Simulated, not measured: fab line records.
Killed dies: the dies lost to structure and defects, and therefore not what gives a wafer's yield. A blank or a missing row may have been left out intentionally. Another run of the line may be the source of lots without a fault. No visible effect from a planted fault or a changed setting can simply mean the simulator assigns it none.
Comparing a struck lot with a sound one    flow n5 finfet    15 steps out of a route of 1938
Sound: these wafers, L758.1, L758.4, L758.5. Wafers L773.4, L773.5, L773.6 were the ones struck. The cause is named last.
At each step with rows: each side's tool, then ch and its chambers, then its first start. Under that, the readings that differ: sound wafers    struck wafers    difference of the means    sigmas: that difference in standard deviations of wafers without a fault.
alike: a reading whose means differ by less than 2 such deviations, as well as words and numbers matching on both sides. not compared: withheld readings; readings where some wafer has no value; bounds like >300 that might hide an equal value; numbers whose values overlap and for which the record gives no deviation.
Wherever a step has rows on one side only, a row that says differs or no value, or a row with sigmas, the two part there. Non-overlapping numbers with no deviation appear without sigmas and do not part them. Lack of a reading on every wafer of one side parts them only where that side has two or more wafers.

first, 9 steps without rows for these wafers: N5_MOL_CONTACT_COAG_DEVELOP_83 (develop time 30 s); N5_MOL_CONTACT_COAG_DESCUM_88 (chemistry O2, time 7 s); N5_MOL_CONTACT_COAG_ETCH_89 (etches underlayer in N2/H2, target depth 13 nm, time 10.4 s); N5_MOL_CONTACT_COAG_ETCH_90 (etches SiARC in CF4, target depth 13 nm, time 21.7 s); N5_MOL_CONTACT_COAG_ALD_131 (deposits SiO2, target thk 5 nm, pulse time 1 s, co reactant pulse time 1 s); N5_MOL_CONTACT_COAG_ETCHBACK_132 (etches SiO2 in CHF3, target depth 10 nm, time 6.7 s); N5_MOL_CONTACT_COAG_ETCH_91 (etches SOC in N2/H2, target depth 60 nm, overetch 21 nm, time 101.2 s); N5_MOL_CONTACT_COAG_STRIP_92 (strips in N2/H2); N5_MOL_CONTACT_COAG_STRIP_93 (strips in N2/H2).
N5_MOL_CONTACT_COAG_ETCHBACK_135: etches SiO2 in CHF3, target depth 25 nm, time 16.7 s.
  sound on rie diel-04 ch 0,1,2, day 5 19:43; struck on rie diel-04 ch 0,1,3, day 10 05:40
  no value came back on the struck wafers for any of 7 readings (CHF3_flow_sccm (sccm), bias w (W) and others); on the sound wafers CHF3_flow_sccm (sccm) reads 50.07 50.04 50.10
reading                                              sound           struck        difference  sigmas
model.SiARC_of_MOL_CONTACT_COAG_COAT_76.thk nm (nm)  0 0 0           5.8 5.8 6     +5.9        
model.SOC_of_MOL_CONTACT_COAG_COAT_75.thk nm (nm)    57.4 57.6 57.6  60.4 60 60.2  +2.7        
  not compared: rf hours counter h
then, 1 step without rows for these wafers: N5_MOL_CONTACT_COAG_STRIP_118 (strips in CHF3).
N5_MOL_CONTACT_COAG_VIA_ETCH_46: etches SiO2 in C4F6/O2, target depth 46 nm, overetch 9.2 nm, time 40 s.
  sound on rie diel-04 ch 0,1,2, day 5 19:44; struck on rie diel-04 ch 0,1,3, day 10 05:43
reading                                            sound           struck          difference  sigmas
model.SOC_of_MOL_CONTACT_COAG_COAT_75.thk nm (nm)  50.4 50.8 50.8  53.4 53.4 53.6  +2.8        
  alike: drypump motor current A, oes_o_777_au, oes product au, rf vpp V, showerhead plenum p Torr, throttle valve pct
  not compared: rf hours counter h
then, 1 step without rows for these wafers: N5_MOL_CONTACT_COAG_STRIP_96 (strips in N2/H2).
-- a jump in the record: the struck wafers' starts before and after are 2 days apart (it breaks off in module MOL_CONTACT_COAG and resumes in module BEOL_M4, where the first step shown is number 1111 of the route) --
N5_BEOL_M4_RC_MEAS_101:
  sound on prober-01 ch 0, day 8 17:28; struck on prober-01 ch 0, day 12 17:43
  alike: DIBL_N, DIBL_P, IOFF_N, IOFF_P, ION_N, ION_P, SS_N, SS_P, VT_N, VT_P
following that, these wafers have no rows for 1 step: N5_PASSIVATION_PROBE_49.

== WHERE THEY PART ==
Within this record, at N5_MOL_CONTACT_COAG_ETCHBACK_135 only. Later steps at which nothing parts them and some readings are alike: N5_MOL_CONTACT_COAG_VIA_ETCH_46, N5_BEOL_M4_RC_MEAS_101.

WHY: what the simulator had put in
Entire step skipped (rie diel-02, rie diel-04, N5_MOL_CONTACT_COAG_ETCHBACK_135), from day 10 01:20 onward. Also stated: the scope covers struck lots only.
